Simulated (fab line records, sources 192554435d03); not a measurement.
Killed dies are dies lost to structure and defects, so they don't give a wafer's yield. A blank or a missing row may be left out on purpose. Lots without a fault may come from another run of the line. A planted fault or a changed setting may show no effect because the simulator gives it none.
Which tool did it? | flow n5_finfet | 12 lots, 36 wafers sampled, at 2 steps of a route of 1938

WHAT THE GAUGES READ, wafer by wafer
N5_HKMG_FIN_OVL_MEAS_50.
lot  | measured     | on         | NDIPOLE_OVL (nm)
L075 | day 4 03:48  | overlay-01 | 0.7 1.0 -0.4
L077 | day 4 16:04  | overlay-01 | 0.2 0.7 1.1
L079 | day 5 06:16  | overlay-02 | 0.0 -0.8 0.2
L081 | day 5 19:19  | overlay-01 | 0.0 -0.1 -1.1
L083 | day 6 08:25  | overlay-02 | -0.3 -1.0 -0.8
L085 | day 6 18:22  | overlay-01 | 1.0 0.3 -0.3
L087 | day 7 09:38  | overlay-02 | 0.3 0.7 0.9
L089 | day 7 23:13  | overlay-02 | 0.0 0.5 0.2
L091 | day 8 08:51  | overlay-02 | -0.2 0.4 0.5
L093 | day 8 19:58  | overlay-01 | 1.0 0.5 0.5
L095 | day 9 09:51  | overlay-01 | -0.1 -0.4 0.1
L097 | day 10 03:23 | overlay-01 | -1.0 -0.7 -1.1

WHICH TOOL RAN EACH LOT (tool, then ch and the chambers of the sampled wafers, then the start)
lot  | N5_HKMG_FIN_ALD_74
L075 | ald_hk-03 ch 0,1,3, day 4 03:14
L077 | ald_hk-01 ch 0,1, day 4 15:29
L079 | ald_hk-01 ch 1,2,3, day 5 05:42
L081 | ald_hk-03 ch 0,1,2, day 5 18:45
L083 | ald_hk-01 ch 1,2,3, day 6 07:51
L085 | ald_hk-03 ch 0,1,2, day 6 17:55
L087 | ald_hk-01 ch 0,1, day 7 09:04
L089 | ald_hk-03 ch 0,3, day 7 22:46
L091 | ald_hk-02 ch 0,1,3, day 8 08:07
L093 | ald_hk-03 ch 0,2,3, day 8 19:14
L095 | ald_hk-02 ch 1,2,3, day 9 09:17
L097 | ald_hk-03 ch 0,1, day 10 02:55
- N5_HKMG_FIN_ALD_74: deposits La2O3, target thk 0.5 nm, pulse time 6 s, co reactant pulse time 1 s.

THE ANSWER, worked out from the rows above alone
Rule: what is usual is taken from the lots themselves. Put in order of their means at a reading, lots are off if they are a third of the lots or fewer, leave a main group of 4 or more, and stand apart from it by a gap of 3 or more times the standard deviation of the main group's means; of several such gaps the widest counts. A main group whose means are all the same, to the digits that the tables above print for the reading, isn't used. A lot without any number at a reading at which 4 lots or more have one is off too. The other lots that the step has rows for count as sound.
No lot is off at any reading shown: from this, nothing can be told.

WHAT THE SIMULATOR HAD PUT IN
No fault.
